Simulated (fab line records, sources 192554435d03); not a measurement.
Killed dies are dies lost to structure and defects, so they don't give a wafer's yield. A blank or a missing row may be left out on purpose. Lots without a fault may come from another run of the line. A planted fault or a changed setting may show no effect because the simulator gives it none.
Chamber matching | flow n5_finfet | N5_HKMG_FIN_ALD_91 on ald_metal-01: 3 sister chambers
The step deposits TiN, target thk 1 nm, pulse time 1 s, purge time 3 s. 18 wafers are shown with their chamber, then 7 later ones without.

WAFERS WITH THEIR CHAMBER
wafer  | chamber | heater_power_w (W) | precursor_pulse_height_rel
L477.1 | 2       | 857                | 0.976
L477.3 | 0       | 926                | 0.996
L477.5 | 0       | 898                | 1.004
L478.1 | 3       | 841                | 0.980
L478.2 | 0       | 920                | 1.038
L478.5 | 2       | 886                | 1.018
L481.1 | 0       | 921                | 1.012
L481.4 | 3       | 843                | 0.994
L481.6 | 0       | 931                | 1.008
L482.3 | 2       | 861                | 0.960
L482.4 | 2       | 879                | 0.963
L482.5 | 0       | 929                | 1.000
L483.2 | 0       | 921                | 0.978
L483.3 | 2       | 864                | 1.005
L483.6 | 0       | 906                | 1.004
L484.3 | 2       | 876                | 0.994
L484.4 | 0       | 944                | 1.039
L484.5 | 2       | 858                | 1.018

SIGNATURES (means of the wafers above)
reading                    | chamber 0 | chamber 2 | chamber 3 | scatter within a chamber
heater_power_w             | 921.78    | 868.71    | 842.00    | 12.3
precursor_pulse_height_rel | 1.00878   | 0.99057   | 0.98700   | 0.0212
Rule: a wafer's distance from a chamber is the root of the sum, over the readings, of the square of ((its reading less the chamber's mean) divided by the reading's scatter). The wafer belongs to the nearest chamber; if the next one is less than 2 further off, it can't be placed. The scatter: the root of (the sum of the squares of (reading less its chamber's mean) over the shown wafers, divided by (wafers less chambers)).

WAFERS WITHOUT THEIR CHAMBER
wafer  | heater_power_w (W) | precursor_pulse_height_rel
L486.2 | 859                | 1.002
L486.4 | 913                | 1.014
L486.5 | 820                | 0.976
L493.3 | 853                | 1.018
L493.6 | 852                | 1.007
L495.1 | 911                | 1.001
L495.4 | 870                | 1.013

WHICH CHAMBER EACH WENT THROUGH
wafer  | from the rows above     | in truth
L486.2 | can't be placed: 2 or 3 | 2
L486.4 | 0                       | 0
L486.5 | 3                       | 3
L493.3 | can't be placed: 3 or 2 | 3
L493.6 | can't be placed: 3 or 2 | 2
L495.1 | 0                       | 0
L495.4 | can't be placed: 2 or 3 | 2
Placed correctly: 3 of 7. Can't be placed from these rows: 4 (the true chamber is among the candidates in 4). Placed wrongly: 0.
